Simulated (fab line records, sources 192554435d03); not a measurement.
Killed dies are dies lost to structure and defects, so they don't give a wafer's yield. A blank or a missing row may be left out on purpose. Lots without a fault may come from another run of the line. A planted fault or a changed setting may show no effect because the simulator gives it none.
Split-lot experiment | flow n5_finfet | 7 lots, 21 wafers read, on a route of 1938 steps

THE SPLIT
At N5_GATE_CUT_DESCUM_18 (chemistry O2, time 7 s), the setting time_s was moved away from the recipe's 7 s on 8 of the 21 wafers read, by -20.2% to +11.7%. The other wafers ran this setting at the recipe's value.

The file shows no step between the split and the reading.

THE READING
CAR-EUV_of_GATE_CUT_COAT_07.thk_nm (the simulator's own value, which no gauge read), in nm, at N5_GATE_CUT_ETCH_28 (etches underlayer in N2/H2, target depth 13 nm, time 10.4 s). The file gives no usual value for it. The 13 wafers here that ran the recipe average 14.6 nm, standard deviation 0.15 nm.

wafer  | tool, chamber at the split | time_s as run, s | against the recipe | CAR-EUV_of_GATE_CUT_COAT_07.thk_nm, nm | against lot-mates on the recipe
L074.1 | rie_diel-04, 2             | 7.768            | +11.0%             | 14.2                                   | -0.5
L074.3 | rie_diel-04, 3             | 7                | recipe             | 14.8                                   | -
L074.6 | rie_diel-04, 3             | 7                | recipe             | 14.6                                   | -
L080.1 | rie_diel-05, 3,2,0         | 7                | recipe             | 14.8                                   | -
L080.6 | rie_diel-05, 3,2,0         | 7                | recipe             | 14.8                                   | -
L080.2 | rie_diel-05, 3,2,0         | 7                | recipe             | 14.6                                   | -
L087.2 | rie_diel-05, 1             | 5.729            | -18.2%             | 15.2                                   | +0.6
L087.5 | rie_diel-05, 1             | 5.729            | -18.2%             | 15.2                                   | +0.6
L087.4 | rie_diel-05, 0             | 7                | recipe             | 14.6                                   | -
L088.2 | rie_diel-04, 0,1           | 7                | recipe             | 14.4                                   | -
L088.5 | rie_diel-04, 0,1           | 7                | recipe             | 14.4                                   | -
L088.6 | rie_diel-04, 2             | 5.586            | -20.2%             | 15.4                                   | +1.0
L090.1 | rie_diel-05, 2,0,3         | 7                | recipe             | 14.6                                   | -
L090.3 | rie_diel-05, 2,0,3         | 7                | recipe             | 14.6                                   | -
L090.6 | rie_diel-05, 2,0,3         | 7                | recipe             | 14.8                                   | -
L093.1 | rie_diel-05, 3             | 7.606            | +8.7%              | 14.2                                   | -0.2
L093.6 | rie_diel-05, 1             | 7.606            | +8.7%              | 14.2                                   | -0.2
L093.4 | rie_diel-05, 2             | 7                | recipe             | 14.4                                   | -
L095.3 | rie_diel-05, 0             | 7                | recipe             | 14.6                                   | -
L095.4 | rie_diel-05, 1             | 7.819            | +11.7%             | 14.2                                   | -0.4
L095.6 | rie_diel-05, 1             | 7.819            | +11.7%             | 14.4                                   | -0.2
Where a row lists several chambers, the file gives one row for several wafers and doesn't say which wafer went through which chamber.

THE FIT
A straight line over all 21 wafers: CAR-EUV_of_GATE_CUT_COAT_07.thk_nm changes by -0.0349 nm for each +1% of time_s; r = -0.92; the points scatter about the line by 0.14 nm.
The same after taking each lot's own level away (the mean of its wafers on the recipe; 21 wafers): -0.0359 nm for each +1%; r = -0.95; scatter 0.11 nm.
On that fit, the largest move of time_s shifts the reading by 0.72 nm.
The lots' own levels span 14.40 to 14.73 nm, that is 2.3 times the standard deviation above.
So the lot-to-lot level changes the slope little: the two slopes agree.
Check: with one of the wafers moved furthest among these (-20.2%) left out of the fit, the line predicts +0.645 nm for it against its lot-mates. It came out at +1 nm against them.

OTHER SPLITS ON THESE WAFERS
These wafers also went through other splits before the reading. Each is held against what the fit with the lots' levels taken away leaves over:
other split on the same wafers       | wafers away from the commonest value | r with CAR-EUV_of_GATE_CUT_COAT_07.thk_nm (lot level and that fit taken away)
N5_SD_EPI_N_EPI_21 epi_growth_time_s | 7                                    | -0.10
N5_SDB_EXPOSE_08 dose_mj             | 8                                    | +0.15
N5_HKMG_FIN_ETCH_54 source_w         | 11                                   | -0.39
N5_HKMG_FIN_ETCH_55 time_s           | 8                                    | -0.22

THE WHOLE CHAIN: every reading that the file lists as answering this split, in the file's order
step                  | what it does                                                | reading                                                                             | change (the file's fit)                | r (the file's)
N5_GATE_CUT_DESCUM_18 | chemistry O2, time 7 s                                      | CAR-EUV_of_GATE_CUT_COAT_07.thk_nm (the simulator's own value, which no gauge read) | -0.0384 nm for each +1% of the setting | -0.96
N5_GATE_CUT_ETCH_28   | etches underlayer in N2/H2, target depth 13 nm, time 10.4 s | CAR-EUV_of_GATE_CUT_COAT_07.thk_nm (the simulator's own value, which no gauge read) | -0.0391 nm for each +1% of the setting | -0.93

THE FILE'S OWN FIT
CAR-EUV_of_GATE_CUT_COAT_07.thk_nm changes by -0.0391 nm for each +1% of time_s, r = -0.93.
